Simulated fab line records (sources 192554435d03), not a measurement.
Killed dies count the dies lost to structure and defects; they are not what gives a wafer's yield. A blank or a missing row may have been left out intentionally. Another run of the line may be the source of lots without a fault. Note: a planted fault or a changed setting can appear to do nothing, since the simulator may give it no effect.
Chamber matching ; flow n5-finfet ; N5_HKMG_FIN_ALD_79 on ald-metal-04: 4 sister chambers
The step deposits TiN, target thk 1.5 nm, pulse time 1 s, purge time 3 s. 18 wafers are shown with their chamber, then 9 later ones without.

## WAFERS, EACH WITH ITS CHAMBER
wafer;chamber;heater-power-w (W);precursor-pulse-height-rel
L076.1;2;827;1.013
L076.4;0;807;0.971
L076.6;3;838;0.977
L081.2;3;803;0.991
L081.4;0;809;0.991
L081.6;2;830;0.973
L083.1;3;827;0.999
L083.3;1;810;0.978
L083.6;3;831;0.996
L084.1;3;806;1.014
L084.2;1;804;1.002
L084.5;1;788;1.021
L085.4;2;847;0.970
L085.5;3;803;0.976
L085.6;2;850;1.009
L088.1;1;801;0.998
L088.2;3;825;1.004
L088.3;0;817;0.992

SIGNATURES (averages over the wafers above)
reading;chamber 0;chamber 1;chamber 2;chamber 3;scatter within a chamber
heater-power-w;811.00;800.75;838.50;819.00;12
precursor-pulse-height-rel;0.98467;0.99975;0.99125;0.99386;0.0168
Rule: a wafer lies at a distance from a chamber equal to the root of the sum of squares, over the readings, of (its reading less the chamber's mean, divided by the reading's scatter). The wafer belongs to the nearest chamber; if the next one is less than 2 further off, it can't be placed. The scatter is the square root of a quotient: the sum, over the shown wafers, of each reading's squared deviation from its chamber's mean, divided by wafers minus chambers.

## WAFERS MISSING THEIR CHAMBER
wafer;heater-power-w (W);precursor-pulse-height-rel
L089.1;809;0.975
L089.3;832;0.999
L089.4;857;1.005
L090.2;783;1.000
L090.3;810;0.979
L090.5;854;1.029
L095.3;833;0.997
L095.5;814;1.041
L095.6;792;1.064

## THE CHAMBER EACH PASSED THROUGH
wafer;from the rows above;in truth
L089.1;can't be placed: 0 or 3 or 1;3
L089.3;can't be placed: 2 or 3 or 0 or 1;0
L089.4;can't be placed: 2 or 3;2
L090.2;can't be placed: 1 or 0 or 3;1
L090.3;can't be placed: 0 or 3 or 1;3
L090.5;can't be placed: 2 or 3 or 0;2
L095.3;can't be placed: 2 or 3 or 0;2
L095.5;can't be placed: 1 or 3 or 0 or 2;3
L095.6;can't be placed: 1 or 3 or 0 or 2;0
Placed correctly: 0 of 9. These rows do not allow placing 9 (true chamber among the candidates in 9). Wrongly placed: 0.
